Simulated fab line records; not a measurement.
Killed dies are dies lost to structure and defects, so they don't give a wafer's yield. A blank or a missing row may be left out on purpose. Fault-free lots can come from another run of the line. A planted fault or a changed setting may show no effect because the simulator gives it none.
Chamber matching ; flow n5 finfet ; 4 sister chambers for N5_SPACER0_ALD_00 on ald sin-01
The step deposits SiOCN, target thk 3.5 nm, pulse time 3 s, purge time 2 s. 14 wafers are shown with their chamber, then 7 later ones without.

== WAFERS, EACH WITH ITS CHAMBER ==
wafer;chamber;heater power w (W);precursor pulse height rel;chamber pressure Torr (Torr)
L076.2;2;788;1.000;2.006
L076.3;1;822;0.980;1.999
L076.5;1;808;0.984;2.002
L079.2;0;831;0.996;2.004
L079.3;1;794;0.996;1.997
L079.6;0;827;0.998;2.006
L080.1;3;860;0.978;1.997
L080.3;1;807;0.998;1.991
L080.5;0;843;1.013;1.992
L085.2;2;755;0.979;2.000
L085.3;1;771;0.967;2.005
L085.5;3;797;0.992;1.998
L092.1;1;777;0.995;1.998
L092.2;2;757;0.994;2.005

SIGNATURES (means of the wafers above)
reading;chamber 0;chamber 1;chamber 2;chamber 3;scatter within a chamber
heater power w;833.67;796.50;766.67;828.50;21.8
precursor pulse height rel;1.00233;0.98667;0.99100;0.98500;0.0111
chamber pressure Torr;2.00067;1.99867;2.00367;1.99750;0.00499
Rule: for a wafer and a chamber, the distance is found by dividing, reading by reading, the gap between the wafer's reading and the chamber's mean by the reading's scatter, squaring, summing and taking the root. If the next closest chamber is less than 2 further off than the closest, the wafer can't be placed; otherwise it belongs to the closest. The scatter is the square root of a quotient: the sum, over the shown wafers, of each reading's squared deviation from its chamber's mean, divided by wafers minus chambers.

== WAFERS MISSING THEIR CHAMBER ==
wafer;heater power w (W);precursor pulse height rel;chamber pressure Torr (Torr)
L092.6;760;1.015;2.003
L096.2;753;0.992;1.989
L096.3;741;1.014;1.998
L096.5;826;0.997;1.993
L097.1;799;1.006;1.998
L097.3;808;0.999;1.999
L097.5;805;1.000;1.997

== WHICH CHAMBER EACH ONE RAN IN ==
wafer;from the rows above;in truth
L092.6;can't be placed: 2 or 1 or 0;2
L096.2;can't be placed: 1 or 2 or 3 or 0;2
L096.3;can't be placed: 2 or 1 or 0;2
L096.5;can't be placed: 3 or 0 or 1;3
L097.1;can't be placed: 0 or 1 or 2 or 3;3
L097.3;can't be placed: 1 or 0 or 3 or 2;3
L097.5;can't be placed: 1 or 0 or 3 or 2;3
0 of 7 placed correctly. Cannot be placed on the basis of these rows: 7; the candidates contain the true chamber in 7. Wrongly placed: 0.
